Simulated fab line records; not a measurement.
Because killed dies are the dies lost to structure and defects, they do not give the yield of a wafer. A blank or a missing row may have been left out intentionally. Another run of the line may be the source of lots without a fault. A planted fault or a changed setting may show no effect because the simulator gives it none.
Matching of chambers :: flow n5_finfet :: 3 sister chambers for N5_BEOL_M0_CVD_115 on cvd_co-02
The step deposits Co from CCTBA/H2, time 120 s. 15 wafers are shown with their chamber, then 7 later ones without.

== WAFERS PAIRED WITH THEIR CHAMBERS ==
wafer: L626.2
chamber: 1
run_length_s (s): 142.5

wafer: L626.3
chamber: 0
run_length_s (s): 142.3

wafer: L626.6
chamber: 1
run_length_s (s): 142.9

wafer: L630.1
chamber: 1
run_length_s (s): 142.3

wafer: L630.5
chamber: 1
run_length_s (s): 142.4

wafer: L630.6
chamber: 0
run_length_s (s): 142.5

wafer: L631.1
chamber: 1
run_length_s (s): 142.4

wafer: L631.3
chamber: 2
run_length_s (s): 142.8

wafer: L631.5
chamber: 0
run_length_s (s): 142.0

wafer: L632.1
chamber: 1
run_length_s (s): 143.2

wafer: L632.2
chamber: 0
run_length_s (s): 141.9

wafer: L632.4
chamber: 2
run_length_s (s): 142.7

wafer: L633.2
chamber: 1
run_length_s (s): 142.6

wafer: L633.3
chamber: 1
run_length_s (s): 142.9

wafer: L633.4
chamber: 0
run_length_s (s): 142.2

SIGNATURES (averages over the wafers above)
reading: run_length_s
chamber 0: 142.180
chamber 1: 142.650
chamber 2: 142.750
scatter within a chamber: 0.279
Rule: a wafer's distance from a chamber is the root of the sum, over the readings, of the square of ((its reading less the chamber's mean) divided by the reading's scatter). If the next closest chamber is less than 2 further off than the closest, the wafer can't be placed; otherwise it belongs to the closest. The scatter is the square root of a quotient: the sum, over the shown wafers, of each reading's squared deviation from its chamber's mean, divided by wafers minus chambers.

== WAFERS MISSING THEIR CHAMBER ==
wafer: L636.1
run_length_s (s): 142.3

wafer: L636.3
run_length_s (s): 142.3

wafer: L636.5
run_length_s (s): 142.8

wafer: L638.2
run_length_s (s): 142.9

wafer: L638.5
run_length_s (s): 142.0

wafer: L639.1
run_length_s (s): 143.0

wafer: L639.5
run_length_s (s): 143.0

== CHAMBER TAKEN BY EACH ==
wafer: L636.1
from the rows above: can't be placed: 0 or 1 or 2
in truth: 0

wafer: L636.3
from the rows above: can't be placed: 0 or 1 or 2
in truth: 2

wafer: L636.5
from the rows above: can't be placed: 2 or 1
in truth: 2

wafer: L638.2
from the rows above: can't be placed: 2 or 1
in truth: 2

wafer: L638.5
from the rows above: can't be placed: 0 or 1
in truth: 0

wafer: L639.1
from the rows above: can't be placed: 2 or 1
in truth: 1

wafer: L639.5
from the rows above: can't be placed: 2 or 1
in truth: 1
Correct placement for 0 of the 7. These rows do not allow placing 7 (true chamber among the candidates in 7). Placed wrongly: 0.
